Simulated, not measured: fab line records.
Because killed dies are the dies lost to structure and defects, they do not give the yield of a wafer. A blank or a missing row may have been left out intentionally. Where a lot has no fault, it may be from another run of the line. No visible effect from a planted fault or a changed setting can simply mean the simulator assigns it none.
The same fault as seen by 3 desks / flow n5 finfet / each desk holds nothing but its own numbers, with what lay behind them at the end

== THE DEFECT DESK ==
Per lot, the means of the sampled wafers with a number show what the inspections along the route counted. If a lot's mean is further than 4 standard deviations from the usual mean, the lot is out of limits and carries the mark OUT (the distance appears in the brackets).
Columns: A = raw defect count at N5_BEOL_M7_INSPECT_30, usual 396
lot=L686; first seen here=day 8 20:17; A=425
lot=L688; first seen here=day 9 07:12; A=429
lot=L694; first seen here=day 11 11:34; A=326
lot=L703; first seen here=day 13 23:01; A=381
lot=L704; first seen here=day 13 23:13; A=379
lot=L705; first seen here=day 14 02:56; A=518
lot=L706; first seen here=day 14 05:58; A=500
lot=L708; first seen here=day 15 08:38; A=359
lot=L709; first seen here=day 15 15:53; A=255
This desk's verdict: no lot among the 9 shows anything out of limits.

== FROM THE METROLOGY DESK ==
Lot by lot, what the gauges showed, no matter which tool ran the lot: averages of those sampled wafers that carry a number. If a lot's mean is further than 4 standard deviations from the usual mean, the lot is out of limits and carries the mark OUT (the distance appears in the brackets).
Columns: A = V6_OVL at N5_BEOL_M7_OVL_MEAS_29, usual -0.5 nm; B = trench depth nm at N5_BEOL_M7_OCD_MEAS_38, usual 93.6 nm; C = M7_THK at N5_BEOL_M7_THK_MEAS_53, usual 80.2 nm; D = M7_RS at N5_BEOL_M7_RS_MEAS_57, usual 0.287 ohm/sq
lot=L686; first seen here=day 8 20:14; A=-0.7; B=95.2; C=81.1; D=0.278
lot=L688; first seen here=day 9 07:09; A=-0.6; B=95.9; C=82.4; D=0.276
lot=L694; first seen here=day 11 11:30; A=-0.8; B=91.9; C=78.1; D=0.299
lot=L703; first seen here=day 13 22:58; A=-0.3; B=95.1; C=81.4; D=0.282
lot=L704; first seen here=day 13 23:10; A=0.9; B=91.6; C=79.5; D=0.291
lot=L705; first seen here=day 14 02:53; A=-0.5; B=94.4; C=81.5; D=0.282
lot=L706; first seen here=day 14 05:54; A=-0.3; B=92.1; C=80.0; D=0.289
lot=L708; first seen here=day 15 08:34; A=-1.4; B=93.4; C=80.0; D=0.290
lot=L709; first seen here=day 15 15:50; A=0.5; B=92.5; C=78.0; D=0.293
This desk's verdict: no lot among the 9 shows anything out of limits.

== TOOL OWNER'S DESK, rie diel-03 ==
The tool's own readings at N5_BEOL_M7_TRENCH_ETCH_37 (etches SiCOH lowk in C4F6/O2, target depth 93.478 nm, time 31.2 s): means of the sampled wafers that have a number, for each lot that ran on this tool. If a lot's mean is further than 4 standard deviations from the usual mean, the lot is out of limits and carries the mark OUT (the distance appears in the brackets). 7 of its 8 readings are shown: the first one out of limits and those lying furthest out on some lot.
Columns: A = oes_f_703_au at N5_BEOL_M7_TRENCH_ETCH_37, usual 0.74 a.u.; B = oes_o_777_au at N5_BEOL_M7_TRENCH_ETCH_37, usual 0.74 a.u.; C = oes product au at N5_BEOL_M7_TRENCH_ETCH_37, usual 0.74 a.u.; D = rf fwd power W at N5_BEOL_M7_TRENCH_ETCH_37, usual 340.7 W; E = rf vpp V at N5_BEOL_M7_TRENCH_ETCH_37, usual 666 V; F = showerhead plenum p Torr at N5_BEOL_M7_TRENCH_ETCH_37, usual 2.85 Torr; G = throttle valve pct at N5_BEOL_M7_TRENCH_ETCH_37, usual 20.93 %
lot=L686; first seen here=day 8 20:35; A=0.77; B=0.78; C=0.78; D=339.8; E=667; F=2.81; G=20.83
lot=L688; first seen here=day 9 07:47; A=0.83; B=0.83; C=0.83; D=341.4; E=663; F=2.79; G=20.73
lot=L694; first seen here=day 11 11:52; A=0.68; B=0.70; C=0.74; D=313.7 (-22) OUT; E=700 (+7.6) OUT; F=2.80; G=20.84
lot=L703; first seen here=day 13 23:21; A=0.75; B=0.76; C=0.76; D=340.9; E=663; F=2.79; G=20.83
lot=L705; first seen here=day 14 03:31; A=0.75; B=0.76; C=0.76; D=342.1; E=663; F=2.79; G=20.84
This desk finds L694 out of limits, L694 being first, at day 11 11:52 (rf fwd power W at N5_BEOL_M7_TRENCH_ETCH_37). In limits: L686, L688, L703, L705.

== TAKEN TOGETHER ==
An alarm could have come from the tool owner's desk at day 11 11:52, on L694.
The defect desk saw nothing out of limits.
The metrology desk saw nothing out of limits.
The defect desk has L694 on record, within its limits.
The metrology desk has L694 on record, within its limits.
All the named lots went through N5_BEOL_M7_TRENCH_ETCH_37 on rie diel-03.

== WHAT THE SIMULATOR HAD INSERTED ==
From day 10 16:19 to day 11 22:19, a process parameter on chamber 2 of rie diel-03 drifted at N5_BEOL_M7_TRENCH_ETCH_37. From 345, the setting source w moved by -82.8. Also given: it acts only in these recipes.
Struck lots among those shown: L694.
Each desk's first reading out of limits, in hours after the fault started: the tool owner's desk, 20.
